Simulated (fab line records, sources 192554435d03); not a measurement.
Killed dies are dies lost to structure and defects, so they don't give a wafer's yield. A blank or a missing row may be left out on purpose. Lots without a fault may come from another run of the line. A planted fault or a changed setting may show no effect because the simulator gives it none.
fab line records | flow n5_finfet
record lots=10 wafers=30 last_day=16
route steps=1938 shown WELL_APT@33 PMOS_HMC_CHANNEL_EPI@65 FIN_SAQP@95 BEOL_M4@1111
lots that met no fault: from a run of the same line without faults
start_h: hours from the record's first day to the start of the lot's first wafer shown | wait_h: hours since the lot's step before | " the same as in the row above | L1.1+2: a row that stands for several wafers | - no value, or no start given | * or withheld: withheld | < > ~ a bound
route shown NAME@n: a module of which the file shows steps, and the number in the route of the first | usual: mean/standard deviation of fault-free wafers | same: alike in all rows | chamber/n: place in a boat | sites: the reading at each site | _std_site: their standard deviation | _edge_site: outer sites' mean less inner sites' | radius_mm: how far each site lies from the wafer's centre | mask NAME#n: copy n | behind: the tool/chamber that last shaped the wafer | hold: why the lot was held/for how many hours/how that ended | device: the transistor (n, p or np) that didn't switch | end of line: the same wafers' tests at the end of the route | a step without rows: its recipe alone | killed: dies lost to structure and defects at the first sort, not the wafer's yield | map: a wafer's dies, x killed, . not, _ none there
set.NAME: the setting as run; set.NAME@STEP: as run at that earlier step | model.NAME: the simulator's own value behind a step, which no gauge read
steps of the route over a sample of lots; a table a step, a row a wafer
services: from which hour (start_h, from the record's first day; less than 0 if before it) a tool's chamber was out of use, for how many hours, and why
## steps
# step N5_WELL_APT_IMPLANT_15
# recipe species=As energy_kev=25 dose_cm2=1.5e+13 tilt_deg=0 rotation_deg=0
# usual beam_energy_keV=24.999/0.0073 rotation_deg=-0.003/0.02
# columns lot.wafer tool chamber start_h wait_h beam_energy_keV rotation_deg
L590.4 implanter-01 0 14.27 0.1 25.006 0.018
L590.5 " 0 " " 24.997 -0.021
L590.6 " 0 " " 24.984 -0.018
L591.1 implanter-02 0 20.17 0.1 24.982 -0.013
L591.2 " 0 " " 25.002 -0.013
L591.6 " 0 " " 24.997 -0.010
L593.2 implanter-01 0 32.18 0.1 24.993 0.003
L593.3 " 0 " " 25.000 0.006
L593.6 " 0 " " 25.000 0.006
L597.1 implanter-02 0 56.05 0.1 24.994 -0.018
L597.3 " 0 " " 25.009 0.011
L597.5 " 0 " " 25.006 -0.014
L598.1 implanter-01 0 62.31 0.1 25.005 -0.001
L598.2 " 0 " " 25.009 -0.005
L598.3 " 0 " " 25.011 -0.012
L602.1 implanter-02 0 86.19 0.1 24.998 0.008
L602.4 " 0 " " 25.004 -0.021
L602.5 " 0 " " 24.995 0.007
L605.3 implanter-01 0 104.57 0.1 24.999 0.024
L605.4 " 0 " " 24.991 0.012
L605.6 " 0 " " 24.992 0.027
L607.1 implanter-01 0 116.48 0.1 35.683 0.014
L607.3 " 0 " " 35.677 -0.005
L607.6 " 0 " " 35.688 0.003
L608.2 implanter-02 0 122.39 0.1 25.007 -0.004
L608.4 " 0 " " 25.007 -0.028
L608.6 " 0 " " 25.010 0.002
L609.1 implanter-01 0 127.93 0.1 35.678 -0.022
L609.2 " 0 " " 35.681 -0.032
L609.5 " 0 " " 35.683 0.005
# step N5_WELL_APT_INSPECT_38
# recipe inspect_instrument=darkfield mode=post_epi
# usual raw_defect_count=13/4.1
# columns lot.wafer tool chamber start_h wait_h raw_defect_count
L590.4 defect_inspect-01 - 16.88 0.2 14
L590.5 " - " " 14
L590.6 " - " " 14
L591.1 defect_inspect-01 - 22.67 0.5 15
L591.2 " - " " 16
L591.6 " - " " 8
L593.2 defect_inspect-02 - 34.70 0.4 12
L593.3 " - " " 9
L593.6 " - " " 9
L597.1 defect_inspect-01 - 58.56 0.6 11
L597.3 " - " " 13
L597.5 " - " " 13
L598.1 defect_inspect-02 - 64.95 0.5 11
L598.2 " - " " 12
L598.3 " - " " 9
L602.1 defect_inspect-02 - 88.79 0.5 12
L602.4 " - " " 10
L602.5 " - " " 10
L605.3 defect_inspect-02 - 107.02 0.3 6
L605.4 " - " " 21
L605.6 " - " " 19
L607.1 defect_inspect-01 - 119.07 0.5 19
L607.3 " - " " 12
L607.6 " - " " 10
L608.2 defect_inspect-02 - 125.16 0.6 14
L608.4 " - " " 12
L608.6 " - " " 15
L609.1 defect_inspect-02 - 130.53 0.5 8
L609.2 " - " " 13
L609.5 " - " " 13
# step N5_PMOS_HMC_CHANNEL_EPI_CD_MEAS_09
# recipe target_cd_nm=237.4 landing_energy_ev=500 detector=se_inlens
# usual cd_nm=237.8/1.2
# same landing_energy_ev=500
# columns lot.wafer tool chamber start_h wait_h cd_nm
L590.4 cd_sem-01 0 17.20 - 237.8
L590.5 " 0 " " 239.6
L590.6 " 0 " " 239.5
L591.1 cd_sem-02 0 23.12 - 237.5
L591.2 " 0 " " 237.0
L591.6 " 0 " " 235.9
L593.2 cd_sem-03 0 35.14 - 237.8
L593.3 " 0 " " 237.4
L593.6 " 0 " " 237.2
L597.1 cd_sem-02 0 59.00 - 239.7
L597.3 " 0 " " 236.9
L597.5 " 0 " " 238.5
L598.1 cd_sem-03 0 65.27 - 238.4
L598.2 " 0 " " 240.0
L598.3 " 0 " " 238.7
L602.1 cd_sem-01 0 89.25 - 236.2
L602.4 " 0 " " 236.9
L602.5 " 0 " " 237.5
L605.3 cd_sem-02 0 107.46 - 238.9
L605.4 " 0 " " 239.1
L605.6 " 0 " " 238.1
L607.1 cd_sem-03 0 119.51 - 238.7
L607.3 " 0 " " 237.9
L607.6 " 0 " " 239.3
L608.2 cd_sem-01 0 125.48 - 238.9
L608.4 " 0 " " 238.5
L608.6 " 0 " " 238.0
L609.1 cd_sem-02 0 130.85 - 238.2
L609.2 " 0 " " 238.8
L609.5 " 0 " " 238.8
# step N5_FIN_SAQP_DENSIFY_62
# recipe temp_c=700 time_s=60 ambient=N2 idle_temp_c=600 ramp_up_c_per_s=150 ramp_down_c_per_s=60 cool_to_c=600
# usual lamp_power_pct=9.84/0.058 lamp_zone_6_pct=9.771/0.011 wafer_temp_C_max=703.3/0.6
# columns lot.wafer tool chamber start_h wait_h lamp_power_pct lamp_zone_6_pct wafer_temp_C_max
L590.4 rtp_anneal-02 0 20.75 0.2 9.89 9.773 703.1
L590.5 " 0 " " 9.83 9.769 703.9
L590.6 " 0 " " 9.88 9.761 702.6
L591.1 rtp_anneal-02 0 27.09 0.3 9.76 9.774 702.5
L591.2 " 0 " " 9.87 9.778 703.0
L591.6 " 0 " " 9.85 9.770 702.5
L593.2 rtp_anneal-01 0 39.60 0.1 9.71 9.767 702.6
L593.3 " 0 " " 9.90 9.770 702.9
L593.6 " 0 " " 9.89 9.761 704.9
L597.1 rtp_anneal-02 0 63.01 0.1 9.86 9.773 703.8
L597.3 " 0 " " 9.80 9.735 703.2
L597.5 " 0 " " 9.85 9.768 704.4
L598.1 rtp_anneal-01 0 68.77 0.2 9.79 9.777 703.8
L598.2 " 0 " " 9.87 9.755 702.7
L598.3 " 0 " " 9.83 9.751 702.7
L602.1 rtp_anneal-02 0 93.58 0.1 9.89 9.765 703.8
L602.4 " 0 " " 9.79 9.775 704.1
L602.5 " 0 " " 9.91 9.768 703.4
L605.3 rtp_anneal-01 0 111.31 0.3 9.90 9.764 703.2
L605.4 " 0 " " 9.80 9.777 703.8
L605.6 " 0 " " 9.78 9.786 703.7
L607.1 rtp_anneal-01 0 123.69 0.1 9.82 9.784 703.5
L607.3 " 0 " " 9.80 9.756 704.8
L607.6 " 0 " " 9.75 9.787 703.0
L608.2 rtp_anneal-01 0 129.28 0.1 9.77 9.770 703.8
L608.4 " 0 " " 9.75 9.767 703.6
L608.6 " 0 " " 9.89 9.772 704.0
L609.1 rtp_anneal-01 0 134.51 0.1 9.90 9.792 702.4
L609.2 " 0 " " 9.90 9.776 704.4
L609.5 " 0 " " 9.82 9.763 702.8
# step N5_BEOL_M4_RC_MEAS_101
# usual CJ_P=5.81/0.2 DIBL_N=36.5/1.8 DIBL_P=36.5/2.1 IOFF_N=0.17/0.031 IOFF_P=0.22/0.036 ION_N=677/11 ION_P=463/8 SS_N=71.6/0.61 SS_P=73.3/0.63 VT_N=249/3.1 VT_P=-250/3.3
# columns lot.wafer tool chamber start_h wait_h CJ_P DIBL_N[mV/V] DIBL_P[mV/V] IOFF_N[nA/um] IOFF_P[nA/um] ION_N[uA/um] ION_P[uA/um] SS_N[mV/dec] SS_P[mV/dec] VT_N[mV] VT_P[mV]
L590.4 prober-02 0 166.55 0.5 5.60 33.8 32.6 0.12 0.15 655 446 71.0 72.9 253 -257
L590.5 " 0 " " 5.79 35.2 34.7 0.15 0.20 672 457 71.0 73.3 248 -250
L590.6 " 0 " " 5.72 33.9 32.7 0.13 0.16 659 447 70.7 71.9 253 -255
L591.1 prober-01 0 176.20 0.0 5.87 37.0 37.2 0.18 0.21 689 466 71.7 73.5 244 -254
L591.2 " 0 " " 5.61 34.9 34.1 0.14 0.16 662 451 70.4 72.6 251 -255
L591.6 " 0 " " 5.62 37.0 35.9 0.17 0.19 683 453 71.9 73.4 248 -254
L593.2 prober-02 0 182.71 0.2 6.09 40.8 41.5 0.23 0.26 683 462 72.8 74.2 245 -250
L593.3 " 0 " " 5.80 37.6 38.2 0.17 0.20 688 465 71.1 73.7 248 -253
L593.6 " 0 " " 5.95 37.2 36.6 0.15 0.18 675 454 71.1 73.3 251 -255
L597.1 prober-01 0 211.96 0.0 5.74 36.8 35.8 0.16 0.21 675 460 71.4 73.3 248 -249
L597.3 " 0 " " 5.39 33.8 32.8 0.12 0.16 673 459 71.0 72.4 251 -254
L597.5 " 0 " " 5.75 35.6 34.7 0.15 0.19 670 461 71.0 72.5 249 -248
L598.1 prober-02 0 219.61 0.0 5.76 35.0 34.7 0.15 0.20 676 462 71.1 73.3 247 -251
L598.2 " 0 " " 5.73 35.3 34.6 0.16 0.20 677 465 70.5 72.5 246 -251
L598.3 " 0 " " 5.90 36.3 35.7 0.16 0.21 678 462 71.2 73.3 250 -251
L602.1 prober-01 0 243.41 0.0 5.49 36.8 35.4 0.17 0.22 663 456 71.9 73.8 250 -248
L602.4 " 0 " " 5.72 37.6 35.9 0.19 0.24 664 454 72.6 73.5 248 -249
L602.5 " 0 " " 5.61 34.3 33.2 0.14 0.20 667 457 71.6 72.9 250 -249
L605.3 prober-01 0 265.26 0.3 5.81 38.7 39.2 0.20 0.24 682 463 71.7 74.4 247 -250
L605.4 " 0 " " 5.67 36.5 36.5 0.16 0.19 671 458 71.4 73.7 250 -252
L605.6 " 0 " " 5.78 37.8 38.0 0.18 0.21 691 462 71.4 73.2 250 -254
L607.1 prober-01 0 274.17 0.0 4.90 33.8 31.7 0.12 0.16 667 456 70.6 71.8 252 -252
L607.3 " 0 " " 4.83 37.1 35.4 0.19 0.23 681 461 71.2 73.1 245 -246
L607.6 " 0 " " 4.89 35.9 33.9 0.17 0.20 668 457 71.5 73.1 247 -251
L609.1 prober-02 0 274.38 0.0 5.17 37.5 38.2 0.20 0.30 688 476 72.0 73.8 246 -242
L609.2 " 0 " " 5.24 36.0 36.9 0.18 0.28 694 483 71.0 73.6 246 -242
L609.5 " 0 " " 5.21 36.7 38.0 0.19 0.31 692 479 71.7 74.0 248 -240
L608.2 prober-02 0 277.49 0.2 6.06 38.7 39.5 0.19 0.25 680 469 71.8 73.7 247 -249
L608.4 " 0 " " 5.72 35.6 35.4 0.13 0.19 669 461 71.8 73.0 253 -252
L608.6 " 0 " " 6.19 38.0 37.7 0.17 0.22 669 460 72.6 73.1 249 -249
## services
# columns tool chamber start_h hours kind
implanter-02 - 36.02 4.0 pm
rtp_anneal-01 - 80.18 3.8 pm
## key
first_sign step=N5_WELL_APT_IMPLANT_15 reading=beam_energy_keV direction=up sigmas=99+ usual=24.999 struck=35.682
effect step=N5_BEOL_M4_RC_MEAS_101 reading=CJ_P direction=down sigmas=3.9 usual=5.81 struck=5.04
met_at N5_WELL_APT_IMPLANT_15
struck_lots L607,L609
not_acting_at N5_WELL_APT_INSPECT_38,N5_PMOS_HMC_CHANNEL_EPI_CD_MEAS_09,N5_FIN_SAQP_DENSIFY_62
onset_between 104.57 116.48
fault kind=process_parameter_drift tool=implanter-01 chamber=- onset_h=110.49 steps=N5_WELL_APT_IMPLANT_15 channel=energy_kev offset=10.688 shape=step end_h=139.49 acts_in=these_recipes_only stated=25
